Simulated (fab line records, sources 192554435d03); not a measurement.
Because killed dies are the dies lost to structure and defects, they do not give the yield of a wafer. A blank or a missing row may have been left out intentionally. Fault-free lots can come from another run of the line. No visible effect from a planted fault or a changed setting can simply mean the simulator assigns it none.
Split-lot experiment :: flow n5-finfet :: 7 lots, 21 wafers read, on a route of 1938 steps

SPLIT DETAILS
At N5_BEOL_M14_DEP_53 (deposits SiCN from 3MS/NH3, target thk 50 nm, time 17.8 s), the setting time-s was moved away from the recipe's 17.8 s on 2 of the 21 wafers read, by +10.3% to +14.7%. This setting was run at the recipe's value on the other wafers.

The split's own step is where the reading is taken.

THE READING
SiCN_of_BEOL_M14_DEP_53.thk-nm (the simulator's own value, which no gauge read), in nm, at N5_BEOL_M14_DEP_53 (deposits SiCN from 3MS/NH3, target thk 50 nm, time 17.8 s). The file gives no usual value for it. Average 50.1 nm, standard deviation 0.77 nm, over the 19 wafers here run with the recipe.

wafer: L075.1
tool, chamber at the split: pecvd-02, 2
time-s as run, s: 19.63
against the recipe: +10.3%
SiCN_of_BEOL_M14_DEP_53.thk-nm, nm: 54.8
against lot-mates on the recipe: +4.4

wafer: L075.3
tool, chamber at the split: pecvd-02, 2
time-s as run, s: 17.8
against the recipe: recipe
SiCN_of_BEOL_M14_DEP_53.thk-nm, nm: 50.6
against lot-mates on the recipe: -

wafer: L075.5
tool, chamber at the split: pecvd-02, 1
time-s as run, s: 17.8
against the recipe: recipe
SiCN_of_BEOL_M14_DEP_53.thk-nm, nm: 50.2
against lot-mates on the recipe: -

wafer: L082.1
tool, chamber at the split: pecvd-01, 1
time-s as run, s: 17.8
against the recipe: recipe
SiCN_of_BEOL_M14_DEP_53.thk-nm, nm: 49.6
against lot-mates on the recipe: -

wafer: L082.4
tool, chamber at the split: pecvd-01, 2
time-s as run, s: 17.8
against the recipe: recipe
SiCN_of_BEOL_M14_DEP_53.thk-nm, nm: 51.8
against lot-mates on the recipe: -

wafer: L082.5
tool, chamber at the split: pecvd-01, 0
time-s as run, s: 17.8
against the recipe: recipe
SiCN_of_BEOL_M14_DEP_53.thk-nm, nm: 50.2
against lot-mates on the recipe: -

wafer: L081.4
tool, chamber at the split: pecvd-01, 2
time-s as run, s: 17.8
against the recipe: recipe
SiCN_of_BEOL_M14_DEP_53.thk-nm, nm: 51
against lot-mates on the recipe: -

wafer: L081.5
tool, chamber at the split: pecvd-01, 0
time-s as run, s: 17.8
against the recipe: recipe
SiCN_of_BEOL_M14_DEP_53.thk-nm, nm: 49.4
against lot-mates on the recipe: -

wafer: L081.6
tool, chamber at the split: pecvd-01, 1
time-s as run, s: 17.8
against the recipe: recipe
SiCN_of_BEOL_M14_DEP_53.thk-nm, nm: 49.8
against lot-mates on the recipe: -

wafer: L085.2
tool, chamber at the split: pecvd-01, 0
time-s as run, s: 17.8
against the recipe: recipe
SiCN_of_BEOL_M14_DEP_53.thk-nm, nm: 48.6
against lot-mates on the recipe: -

wafer: L085.4
tool, chamber at the split: pecvd-01, 2
time-s as run, s: 17.8
against the recipe: recipe
SiCN_of_BEOL_M14_DEP_53.thk-nm, nm: 50.8
against lot-mates on the recipe: -

wafer: L085.6
tool, chamber at the split: pecvd-01, 1
time-s as run, s: 17.8
against the recipe: recipe
SiCN_of_BEOL_M14_DEP_53.thk-nm, nm: 50
against lot-mates on the recipe: -

wafer: L086.4
tool, chamber at the split: pecvd-02, 1,2
time-s as run, s: 17.8
against the recipe: recipe
SiCN_of_BEOL_M14_DEP_53.thk-nm, nm: 50.2
against lot-mates on the recipe: -

wafer: L086.6
tool, chamber at the split: pecvd-02, 1,2
time-s as run, s: 17.8
against the recipe: recipe
SiCN_of_BEOL_M14_DEP_53.thk-nm, nm: 50.2
against lot-mates on the recipe: -

wafer: L086.5
tool, chamber at the split: pecvd-02, 0
time-s as run, s: 17.8
against the recipe: recipe
SiCN_of_BEOL_M14_DEP_53.thk-nm, nm: 49.8
against lot-mates on the recipe: -

wafer: L089.4
tool, chamber at the split: pecvd-01, 2
time-s as run, s: 17.8
against the recipe: recipe
SiCN_of_BEOL_M14_DEP_53.thk-nm, nm: 51
against lot-mates on the recipe: -

wafer: L089.5
tool, chamber at the split: pecvd-01, 1,0
time-s as run, s: 17.8
against the recipe: recipe
SiCN_of_BEOL_M14_DEP_53.thk-nm, nm: 50
against lot-mates on the recipe: -

wafer: L089.6
tool, chamber at the split: pecvd-01, 1,0
time-s as run, s: 17.8
against the recipe: recipe
SiCN_of_BEOL_M14_DEP_53.thk-nm, nm: 50
against lot-mates on the recipe: -

wafer: L097.1
tool, chamber at the split: pecvd-02, 2
time-s as run, s: 20.41
against the recipe: +14.7%
SiCN_of_BEOL_M14_DEP_53.thk-nm, nm: 56.8
against lot-mates on the recipe: +7.6

wafer: L097.2
tool, chamber at the split: pecvd-02, 0
time-s as run, s: 17.8
against the recipe: recipe
SiCN_of_BEOL_M14_DEP_53.thk-nm, nm: 48.4
against lot-mates on the recipe: -

wafer: L097.3
tool, chamber at the split: pecvd-02, 1
time-s as run, s: 17.8
against the recipe: recipe
SiCN_of_BEOL_M14_DEP_53.thk-nm, nm: 50
against lot-mates on the recipe: -
Rows listing several chambers each stand for several wafers; the file does not say which wafer went through which chamber.

THE FIT
A straight line over all 21 wafers: SiCN_of_BEOL_M14_DEP_53.thk-nm changes by +0.458 nm for each +1% of time-s; r = +0.92; the points scatter about the line by 0.77 nm.
The same after taking each lot's own level away (the mean of its wafers on the recipe; 21 wafers): +0.489 nm for each +1%; r = +0.94; scatter 0.69 nm.
The reading moves by 7.2 nm for the largest change in time-s, on that fit.
The span of the lots' own levels, 49.20 to 50.53 nm, comes to 1.7 times the standard deviation stated above.
So the lot-to-lot level changes the slope little: the two slopes agree.
Check: +6.28 nm against its lot-mates is what the line predicts for one of the wafers moved furthest among these (+14.7%) when that wafer is left out of the fit. Against them it came out at +7.6 nm.

FURTHER SPLITS ON THESE WAFERS
Before the reading, these wafers also passed through other splits. Each is held against what the fit with the lots' levels taken away leaves over:
other split on the same wafers: N5_BEOL_M12_ETCH_59 h2-flow-sccm
wafers away from the commonest value: 8
r with SiCN_of_BEOL_M14_DEP_53.thk-nm (lot level and that fit taken away): +0.00

other split on the same wafers: N5_BEOL_M13_EXPOSE_07 dose-mj
wafers away from the commonest value: 8
r with SiCN_of_BEOL_M14_DEP_53.thk-nm (lot level and that fit taken away): +0.05

other split on the same wafers: N5_BEOL_M13_ETCH_59 time-s
wafers away from the commonest value: 9
r with SiCN_of_BEOL_M14_DEP_53.thk-nm (lot level and that fit taken away): -0.42

other split on the same wafers: N5_BEOL_M13_DEP_53 time-s
wafers away from the commonest value: 9
r with SiCN_of_BEOL_M14_DEP_53.thk-nm (lot level and that fit taken away): +0.15

other split on the same wafers: N5_BEOL_M14_EXPOSE_07 dose-mj
wafers away from the commonest value: 4
r with SiCN_of_BEOL_M14_DEP_53.thk-nm (lot level and that fit taken away): +0.17

THE FILE'S OWN FIT
SiCN_of_BEOL_M14_DEP_53.thk-nm changes by +0.489 nm for each +1% of time-s, r = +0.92.
